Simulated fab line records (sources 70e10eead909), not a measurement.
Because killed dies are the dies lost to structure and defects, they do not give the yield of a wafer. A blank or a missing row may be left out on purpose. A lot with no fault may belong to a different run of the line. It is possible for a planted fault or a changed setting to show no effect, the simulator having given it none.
Which tool did it? -- flow nand_harc -- 37 wafers from 13 lots sampled at 5 of the route's 1159 steps

WHAT EACH GAUGE READ, for each wafer
NHARC_END_SORT_01.
lot,measured,on,killed_at_array,killed_at_other,killed_at_periphery,killed_dies,killed_open,killed_short
L812,day 19 20:22,prober-02,15 17 22,0 0 0,2 5 3,17 22 25,1 4 6,1 3 3
L819,day 21 01:43,prober-02,23 21 23,1 3 5,2 1 6,26 25 34,4 3 3,3 0 2
L818,day 21 04:53,prober-01,9,2,4,15,0,1
L820,day 21 20:25,prober-01,18,1,2,21,3,1
L826,day 22 08:22,prober-01,32 33 31,1 0 1,1 2 3,34 35 35,1 2 1,3 1 2

EACH LOT AND THE TOOL THAT RAN IT (in order: tool; ch and the chambers of the sampled wafers; start)
lot,NHARC_A_WL_FILL_ALD_00,NHARC_A_WL_FILL_RTA_01,NHARC_A_WL_FILL_ALD_02,NHARC_A_WL_FILL_ALD_10
L812,"ald_hk-02 ch 0,1,3, day 15 02:10","rtp_anneal-02 ch 0, day 15 02:24","ald_metal-04 ch 0,1,2, day 15 02:39","ald_hk-03 ch 0,2,3, day 15 16:10"
L816,"ald_hk-02 ch 0,3, day 15 10:55","rtp_anneal-02 ch 0, day 15 11:13","ald_metal-03 ch 1,2,3, day 15 11:29","ald_hk-04 ch 0,1, day 15 21:23"
L815,"ald_hk-03 ch 0,2,3, day 15 10:56","rtp_anneal-01 ch 0, day 15 11:17","ald_metal-04 ch 0,2,3, day 15 11:30","ald_hk-02 ch 0,1,2, day 15 21:22"
L817,"ald_hk-04 ch 1,2,3, day 16 00:32","rtp_anneal-01 ch 0, day 16 00:50","ald_metal-04 ch 0,1,3, day 16 01:05","ald_hk-02 ch 0,1,2, day 16 14:12"
L822,"ald_hk-02 ch 1,2, day 16 18:27","rtp_anneal-02 ch 0, day 16 18:47","ald_metal-03 ch 0,1,3, day 16 19:00","ald_hk-04 ch 0,3, day 17 07:31"
L819,"ald_hk-03 ch 0,1,3, day 16 18:29","rtp_anneal-01 ch 0, day 16 18:42","ald_metal-01 ch 0,1,3, day 16 18:57","ald_hk-02 ch 1,2,3, day 17 05:35"
L818,"ald_hk-04 ch 0,3, day 16 18:32","rtp_anneal-01 ch 0, day 16 18:52","ald_metal-04 ch 1,2, day 16 19:05","ald_hk-02 ch 0,2, day 17 11:27"
L820,"ald_hk-03 ch 1,3, day 17 02:07","rtp_anneal-02 ch 0, day 17 02:19","ald_metal-03 ch 2, day 17 02:32","ald_hk-02 ch 0,3, day 17 19:23"
L826,"ald_hk-03 ch 0,1, day 17 23:37","rtp_anneal-01 ch 0, day 17 23:51","ald_metal-01 ch 1,3, day 18 00:09","ald_hk-04 ch 1,3, day 18 09:53"
L829,"ald_hk-03 ch 0,1,3, day 18 21:15","rtp_anneal-02 ch 0, day 18 21:31","ald_metal-01 ch 0,1,3, day 18 21:46","ald_hk-03 ch 0,2,3, day 19 10:20"
L830,"ald_hk-02 ch 0,3, day 18 21:25","rtp_anneal-02 ch 0, day 18 21:41","ald_metal-03 ch 0,1,3, day 18 21:57","ald_hk-04 ch 0,1,3, day 19 10:20"
L832,"ald_hk-03 ch 1,2,3, day 19 20:29","rtp_anneal-02 ch 0, day 19 20:46","ald_metal-04 ch 0,2, day 19 20:59","ald_hk-03 ch 0,3, day 20 10:10"
L835,"ald_hk-04 ch 0,1,2, day 20 16:46","rtp_anneal-01 ch 0, day 20 17:07","ald_metal-01 ch 2,3, day 20 17:17","ald_hk-03 ch 1,2, day 21 03:32"
- NHARC_A_WL_FILL_ALD_00: deposits Al2O3, target thk 3 nm, pulse time 3 s, ald cycles 30.
- NHARC_A_WL_FILL_RTA_01: time 5 s.
- NHARC_A_WL_FILL_ALD_02: deposits TiN, target thk 2 nm, pulse time 3 s, ald cycles 100.
- NHARC_A_WL_FILL_ALD_10: deposits SiO2, target thk 50 nm, pulse time 10 s, ald cycles 500.

AS READ BY THE TOOLS THEMSELVES (means over the sampled wafers that have a number; for cases with no such wafer, the mark the record gives instead)
NHARC_A_WL_FILL_ALD_00.
lot,tool,heater_power_w (W),precursor_pulse_height_rel
L812,ald_hk-02,480,1.001
L816,ald_hk-02,482,1.018
L815,ald_hk-03,475,1.001
L817,ald_hk-04,466,0.994
L822,ald_hk-02,454,0.996
L819,ald_hk-03,438,0.995
L818,ald_hk-04,443,0.984
L820,ald_hk-03,413,1.013
L826,ald_hk-03,446,1.021
L829,ald_hk-03,437,0.999
L830,ald_hk-02,498,0.976
L832,ald_hk-03,437,1.007
L835,ald_hk-04,466,1.007

NHARC_A_WL_FILL_RTA_01.
lot,tool,lamp_power_pct (%),lamp_zone_4_pct (%),lamp_zone_7_pct (%),wafer_temp_C_max
L812,rtp_anneal-02,28.5,28.5,28.9,1003.1
L816,rtp_anneal-02,28.4,28.4,28.9,1003.1
L815,rtp_anneal-01,31.9,31.9,32.4,1004.4
L817,rtp_anneal-01,31.9,31.9,32.4,1003.7
L822,rtp_anneal-02,28.4,28.5,28.9,1003.3
L819,rtp_anneal-01,31.9,31.9,32.4,1003.3
L818,rtp_anneal-01,31.9,31.9,32.4,1003.0
L820,rtp_anneal-02,28.5,28.5,28.9,1005.6
L826,rtp_anneal-01,31.9,31.9,32.4,1003.6
L829,rtp_anneal-02,28.5,28.5,28.9,1004.4
L830,rtp_anneal-02,28.5,28.4,28.9,1003.6
L832,rtp_anneal-02,28.4,28.5,28.9,1003.6
L835,rtp_anneal-01,31.9,31.9,32.4,1003.4

NHARC_A_WL_FILL_ALD_02.
lot,tool,heater_power_w (W),precursor_pulse_height_rel
L812,ald_metal-04,993,1.002
L816,ald_metal-03,1159,0.994
L815,ald_metal-04,1046,0.998
L817,ald_metal-04,960,1.008
L822,ald_metal-03,1120,0.990
L819,ald_metal-01,1170,0.996
L818,ald_metal-04,989,1.000
L820,ald_metal-03,1327,1.002
L826,ald_metal-01,1117,0.991
L829,ald_metal-01,1176,0.993
L830,ald_metal-03,1118,1.003
L832,ald_metal-04,1049,0.981
L835,ald_metal-01,1076,0.996

NHARC_A_WL_FILL_ALD_10.
lot,tool,heater_power_w (W),precursor_pulse_height_rel
L812,ald_hk-03,475,1.006
L816,ald_hk-04,456,0.999
L815,ald_hk-02,474,1.012
L817,ald_hk-02,475,0.995
L822,ald_hk-04,455,0.997
L819,ald_hk-02,450,0.990
L818,ald_hk-02,478,1.015
L820,ald_hk-02,498,0.984
L826,ald_hk-04,448,1.004
L829,ald_hk-03,473,0.990
L830,ald_hk-04,454,0.989
L832,ald_hk-03,470,1.005
L835,ald_hk-03,420,1.009

THE ANSWER, worked out from the rows above alone
Rule: the lots themselves supply what counts as usual. The widest of any qualifying gaps counts: lots, ordered by their means at a reading, are off when they make up no more than a third of the lots, leave a main group of 4 or more, and stand apart from it by 3 or more times the standard deviation of that group's means. If all means in a main group match to the digits the tables above print for the reading, that group is not used. A lot without any number at a reading at which 4 lots or more have one is off too. The other lots that the step has rows for count as sound. The gauges are gone through in route order, then the tools' own readings, and for those a lot's mean is taken as printed above. The first step at which some lot is off is used, and at that step the reading that is off furthest; a lot without a number counts as furthest.
Across all readings shown, no lot is off: no conclusion can be drawn from this.

WHAT THE SIMULATOR PUT IN
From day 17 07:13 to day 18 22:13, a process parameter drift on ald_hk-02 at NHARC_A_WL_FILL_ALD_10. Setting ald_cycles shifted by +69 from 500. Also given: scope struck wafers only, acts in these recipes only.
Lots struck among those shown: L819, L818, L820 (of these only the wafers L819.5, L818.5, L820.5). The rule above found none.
